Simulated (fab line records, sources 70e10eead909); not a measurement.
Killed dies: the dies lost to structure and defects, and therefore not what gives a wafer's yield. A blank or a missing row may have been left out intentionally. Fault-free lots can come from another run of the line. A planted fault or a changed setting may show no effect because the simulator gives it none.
Which tool was responsible?    flow nand harc    14 lots, 42 wafers sampled, at 5 steps of a route of 1159

## WHAT EACH GAUGE READ, for each wafer
NHARC_THIN_TSV_CD_MEAS_37.
lot   measured      on         cd nm (nm)
L365  day 19 04:56  cd sem-02  5007 5000 4998
L366  day 19 06:33  cd sem-03  5001 4999 5004
L370  day 20 14:17  cd sem-03  5002 4996 4999
L373  day 21 02:13  cd sem-03  5006 5006 4999
L376  day 21 18:02  cd sem-03  4999 4999 5003
L377  day 21 19:05  cd sem-03  4997 4998 4997
L378  day 21 16:38  cd sem-03  4993 4996 5001
L379  day 22 02:42  cd sem-03  5005 5002 4995
L380  day 23 04:53  cd sem-01  4992 5000 4993
L383  day 23 12:54  cd sem-02  4999 5000 5004
L384  day 23 14:14  cd sem-03  4998 4997 4998
L386  day 24 21:14  cd sem-02  4995 4999 4993
L388  day 24 20:03  cd sem-02  4999 5006 5006
L387  day 25 00:11  cd sem-01  5004 5001 5006

NHARC_END_SORT_01.
lot   measured      on         killed at array  killed at other  killed at periphery  killed dies  killed open  killed short
L373  day 21 12:04  prober-02  104 117 110      0 1 2            3 4 2                107 122 114  3 5 2        0 2 2
L376  day 22 04:25  prober-02  94 103 96        0 1 2            1 4 5                95 108 103   2 2 3        0 3 5
L383  day 23 23:39  prober-02  14 15 20         0 0 0            7 3 6                21 18 26     2 1 5        2 1 2
L384  day 24 05:40  prober-01  33 41 47         0 1 3            0 1 0                33 43 50     1 4 2        0 3 1
L386  day 25 03:33  prober-01  18 20 21         3 2 1            4 5 0                25 27 22     5 2 3        0 1 0
L388  day 25 03:33  prober-02  23 33 43         0 0 0            3 4 4                26 37 47     3 6 8        2 2 2

## EACH LOT AND THE TOOL THAT RAN IT (in order: tool; ch and the chambers of the sampled wafers; start)
lot   NHARC_A_CONTACT_ETCH_121              NHARC_THIN_TSV_STRIP_62               NHARC_THIN_TSV_STRIP_56
L365  har cap etch-02 ch 0,1, day 16 12:16  plasma asher-01 ch 0,1, day 19 00:06  plasma asher-02 ch 0,1, day 19 04:10
L366  har cap etch-03 ch 0,1, day 16 17:40  plasma asher-02 ch 0,1, day 19 01:56  plasma asher-01 ch 0,1, day 19 05:48
L370  har cap etch-01 ch 0,1, day 17 22:51  plasma asher-02 ch 0,1, day 20 09:27  plasma asher-01 ch 0,1, day 20 13:29
L373  har cap etch-02 ch 0,1, day 18 17:34  plasma asher-02 ch 0,1, day 20 21:38  plasma asher-01 ch 1, day 21 01:26
L376  har cap etch-02 ch 0,1, day 19 07:38  plasma asher-02 ch 0,1, day 21 13:19  plasma asher-01 ch 0,1, day 21 17:17
L377  har cap etch-01 ch 0,1, day 19 07:58  plasma asher-01 ch 0,1, day 21 14:20  plasma asher-01 ch 0,1, day 21 18:17
L378  har cap etch-01 ch 0,1, day 19 11:49  plasma asher-02 ch 0,1, day 21 12:03  plasma asher-02 ch 0,1, day 21 15:58
L379  har cap etch-03 ch 0,1, day 19 21:06  plasma asher-01 ch 0,1, day 21 21:41  plasma asher-01 ch 0,1, day 22 01:50
L380  har cap etch-03 ch 0,1, day 20 08:49  plasma asher-02 ch 0,1, day 23 00:10  plasma asher-01 ch 0,1, day 23 04:05
L383  har cap etch-03 ch 0,1, day 20 16:12  plasma asher-02 ch 0,1, day 23 08:06  plasma asher-01 ch 0,1, day 23 12:12
L384  har cap etch-03 ch 0,1, day 20 22:45  plasma asher-01 ch 0,1, day 23 09:11  plasma asher-01 ch 0,1, day 23 13:29
L386  har cap etch-03 ch 0,1, day 22 03:26  plasma asher-02 ch 0,1, day 24 16:27  plasma asher-01 ch 0,1, day 24 20:26
L388  har cap etch-02 ch 0,1, day 22 05:52  plasma asher-02 ch 1, day 24 15:25    plasma asher-02 ch 0,1, day 24 19:15
L387  har cap etch-01 ch 0,1, day 22 09:56  plasma asher-01 ch 0,1, day 24 19:01  plasma asher-01 ch 0,1, day 24 23:23
- NHARC_A_CONTACT_ETCH_121: etches the open film in C4F8/O2/Ar, time 94 s, target depth 922 nm.
- NHARC_THIN_TSV_STRIP_62: strips in N2/H2, time 20 s.
- NHARC_THIN_TSV_STRIP_56: strips in O2.

## AS READ BY THE TOOLS THEMSELVES (means over the sampled wafers that have a number; for cases with no such wafer, the mark the record gives instead)
NHARC_A_CONTACT_ETCH_121.
lot   tool             chamber pressure mTorr (mTorr)
L365  har cap etch-02  19.998
L366  har cap etch-03  19.983
L370  har cap etch-01  19.985
L373  har cap etch-02  20.009
L376  har cap etch-02  19.998
L377  har cap etch-01  20.012
L378  har cap etch-01  19.992
L379  har cap etch-03  19.998
L380  har cap etch-03  19.997
L383  har cap etch-03  20.013
L384  har cap etch-03  20.004
L386  har cap etch-03  19.988
L388  har cap etch-02  20.010
L387  har cap etch-01  19.992

NHARC_THIN_TSV_STRIP_62.
lot   tool             drypump motor current A (A)  heater power w (W)
L365  plasma asher-01  5.3                          357
L366  plasma asher-02  5.8                          344
L370  plasma asher-02  5.8                          342
L373  plasma asher-02  5.8                          343
L376  plasma asher-02  5.8                          348
L377  plasma asher-01  5.1                          386
L378  plasma asher-02  5.9                          339
L379  plasma asher-01  5.3                          369
L380  plasma asher-02  5.9                          338
L383  plasma asher-02  5.9                          335
L384  plasma asher-01  5.2                          387
L386  plasma asher-02  5.9                          335
L388  plasma asher-02  5.9                          329
L387  plasma asher-01  5.3                          366

NHARC_THIN_TSV_STRIP_56.
lot   tool             drypump motor current A (A)  heater power w (W)
L365  plasma asher-02  5.9                          336
L366  plasma asher-01  5.3                          357
L370  plasma asher-01  5.3                          368
L373  plasma asher-01  5.4                          343
L376  plasma asher-01  5.3                          363
L377  plasma asher-01  5.3                          369
L378  plasma asher-02  5.9                          339
L379  plasma asher-01  5.3                          367
L380  plasma asher-01  5.1                          383
L383  plasma asher-01  5.2                          388
L384  plasma asher-01  5.1                          383
L386  plasma asher-01  5.3                          361
L388  plasma asher-02  5.9                          335
L387  plasma asher-01  5.1                          385

## THE ANSWER, worked out from the rows above alone
Rule: what is usual is taken from the lots themselves. The widest of any qualifying gaps counts: lots, ordered by their means at a reading, are off when they make up no more than a third of the lots, leave a main group of 4 or more, and stand apart from it by 3 or more times the standard deviation of that group's means. The tables above print the reading to a certain number of digits; a main group whose means all agree to those digits is not used. A lot without any number at a reading at which 4 lots or more have one is off too. All remaining lots with rows at the step are treated as sound. After the gauges, taken in route order, come the tools' own readings; for these a lot's mean is taken, as printed above. The first step at which some lot is off is used, and at that step the reading that is off furthest; a lot without a number counts as furthest.
Off, at NHARC_END_SORT_01 on killed dies: L373, L376. Mean 31 and standard deviation 8.4 in the main group. Neither off nor sound, because the step has no rows for them: L365, L366, L370, L377, L378, L379, L380, L387.
A tool fits if, at a process step before that reading, it ran every lot that is off, and no sound lot after the first of them. Those tools and the gauges at NHARC_END_SORT_01 are tried in the same way. Not one of the candidates tried fits.

## WHAT THE SIMULATOR HAD INSERTED
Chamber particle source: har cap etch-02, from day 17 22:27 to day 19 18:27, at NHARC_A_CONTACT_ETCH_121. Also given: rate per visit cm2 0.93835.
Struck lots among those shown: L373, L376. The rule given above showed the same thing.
